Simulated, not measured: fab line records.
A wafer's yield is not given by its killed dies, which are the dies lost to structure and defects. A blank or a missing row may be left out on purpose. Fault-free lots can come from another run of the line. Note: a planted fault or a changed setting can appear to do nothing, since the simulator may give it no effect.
Split-lot trial	flow n5_finfet	7 lots, 21 wafers read, on a route of 1938 steps

## THE SPLIT
At N5_BEOL_M2_TRENCH_ETCH_37 (etches SiOC in C4F6/O2, target depth 55.555 nm, time 29.2 s), the setting bias_w was moved away from the recipe's 185 W on 5 of the 21 wafers read, by -16.8% to +6.2%. For the rest of the wafers, this setting stayed at what the recipe calls for.

## FROM THE SPLIT TO THE READING: what the file shows between them, 2 steps
- N5_BEOL_M2_ETCH_41: etches SiCN in CH3F/O2, target depth 29.9 nm, time 52.5 s
- N5_BEOL_M2_STRIP_97: strips in N2/H2, time 10 s

## THE READING
trench_depth_nm, in nm, at N5_BEOL_M2_OCD_MEAS_38. On this fab line, fault-free wafers typically give 55.0 nm with a standard deviation of 1.3 nm.

wafer	tool, chamber at the split	bias_w as run, W	against the recipe	trench_depth_nm, nm	against lot-mates on the recipe
L079.2	rie_diel-01, 3	185	recipe	57.0	-
L079.4	rie_diel-01, 1	154.9	-16.3%	51.1	-5.9
L079.5	rie_diel-01, 3	185	recipe	57.0	-
L083.1	rie_diel-06, 3	185	recipe	54.2	-
L083.3	rie_diel-06, 1	185	recipe	53.2	-
L083.5	rie_diel-06, 3	196.4	+6.2%	55.7	+2.0
L084.4	rie_diel-03, 2	185	recipe	54.5	-
L084.5	rie_diel-03, 3	185	recipe	54.1	-
L084.6	rie_diel-03, 0	185	recipe	55.3	-
L088.4	rie_diel-01, 1	153.9	-16.8%	51.1	-5.0
L088.5	rie_diel-01, 2	185	recipe	56.4	-
L088.6	rie_diel-01, 3	185	recipe	55.8	-
L093.2	rie_diel-01, 1	185	recipe	53.9	-
L093.5	rie_diel-01, 2	185	recipe	56.1	-
L093.6	rie_diel-01, 1	185	recipe	54.4	-
L095.2	rie_diel-06, 2	174.8	-5.5%	52.3	-4.1
L095.4	rie_diel-06, 0	185	recipe	56.4	-
L095.6	rie_diel-06, 2	174.8	-5.5%	52.5	-3.9
L097.1	rie_diel-06, 3	185	recipe	53.6	-
L097.4	rie_diel-06, 0	185	recipe	56.8	-
L097.6	rie_diel-06, 1	185	recipe	56.4	-

FIT RESULTS
A straight line over all 21 wafers: trench_depth_nm changes by +0.258 nm for each +1% of bias_w; r = +0.74; the points scatter about the line by 1.3 nm.
The same after taking each lot's own level away (the mean of its wafers on the recipe; 21 wafers): +0.357 nm for each +1%; r = +0.89; scatter 1 nm.
According to that fit, moving bias_w by its largest amount changes the reading by 6 nm.
From 53.70 to 57.00 nm: that is the span of the lots' own levels, equal to 2.5 times the standard deviation above.
So the lot-to-lot level blurs the effect unless lot-mates are compared.
Check: with one of the wafers moved furthest among these (-16.8%) left out of the fit, the line predicts -7.05 nm for it against its lot-mates. It came out at -5 nm against them.
Tool readings at the split's step, against how far the setting was moved: rf_vpp_V r = +0.87.

## OTHER SPLITS ON THESE WAFERS
Other splits were also applied to these wafers ahead of the reading. Each is held against what the fit with the lots' levels taken away leaves over:
other split on the same wafers	wafers away from the commonest value	r with trench_depth_nm (lot level and that fit taken away)
N5_BEOL_M0_SAQP_SPACER2_ETCHBACK_27 time_s	6	+0.19
N5_BEOL_M0_ETCH_128 source_w	7	+0.12
N5_BEOL_M2_ETCH_70 source_w	7	-0.25

## THE WHOLE CHAIN: every reading that the file lists as answering this split, in the file's order
step	what it does	reading	change (the file's fit)	r (the file's)
N5_BEOL_M2_TRENCH_ETCH_37	etches SiOC in C4F6/O2, target depth 55.555 nm, time 29.2 s	rf_vpp_V	+5.67 V for each +1% of the setting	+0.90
N5_BEOL_M2_TRENCH_ETCH_37	etches SiOC in C4F6/O2, target depth 55.555 nm, time 29.2 s	BEOL_M2.feature_depth_nm (the simulator's own value, which no gauge read)	+0.335 nm for each +1% of the setting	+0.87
N5_BEOL_M2_TRENCH_ETCH_37	etches SiOC in C4F6/O2, target depth 55.555 nm, time 29.2 s	etch.depth_nm (the simulator's own value, which no gauge read)	+0.332 nm for each +1% of the setting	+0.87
N5_BEOL_M2_OCD_MEAS_38		trench_depth_nm	+0.349 nm for each +1% of the setting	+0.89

## THE FILE'S OWN FIT
trench_depth_nm changes by +0.349 nm for each +1% of bias_w, r = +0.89.
